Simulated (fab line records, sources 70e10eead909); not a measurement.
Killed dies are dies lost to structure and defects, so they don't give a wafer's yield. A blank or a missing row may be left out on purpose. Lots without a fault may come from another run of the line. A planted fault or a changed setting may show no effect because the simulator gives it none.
Chamber matching | flow nand_harc | NHARC_THIN_TSV_CMP_01 on cmp-04: 4 sister chambers
The step polishes. 8 wafers are shown with their chamber, then 8 later ones without.

WAFERS WITH THEIR CHAMBER
wafer  | chamber | motor_current_A (A)
L916.1 | 0       | 10.5
L916.5 | 1       | 12.2
L915.4 | 2       | 13.3
L915.6 | 3       | 9.5
L919.1 | 3       | 10.0
L919.2 | 1       | 12.1
L919.3 | 0       | 10.4
L922.4 | 2       | 13.9

WAFERS WITHOUT THEIR CHAMBER
wafer  | motor_current_A (A)
L922.5 | 10.1
L922.6 | 12.5
L926.2 | 9.4
L926.3 | 12.2
L926.4 | 13.0
L927.3 | 12.3
L927.4 | 11.1
L927.5 | 13.9

WHICH CHAMBER EACH WENT THROUGH
wafer  | from the rows above     | in truth
L922.5 | can't be placed: 0 or 3 | 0
L922.6 | 1                       | 1
L926.2 | 3                       | 3
L926.3 | 1                       | 1
L926.4 | can't be placed: 2 or 1 | 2
L927.3 | 1                       | 1
L927.4 | can't be placed: 0 or 1 | 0
L927.5 | 2                       | 2
Placed correctly: 5 of 8. Can't be placed from these rows: 3 (the true chamber is among the candidates in 3). Placed wrongly: 0.
How it was worked out, from the rows above alone: a wafer's distance from a chamber is the root of the sum, over the readings, of the square of ((its reading less the chamber's mean) divided by the reading's scatter). The wafer belongs to the nearest chamber; if the next one is less than 2 further off, it can't be placed. A chamber's mean is the mean of its shown wafers. The scatter: the root of (the sum of the squares of (reading less its chamber's mean) over the shown wafers, divided by (wafers less chambers)).
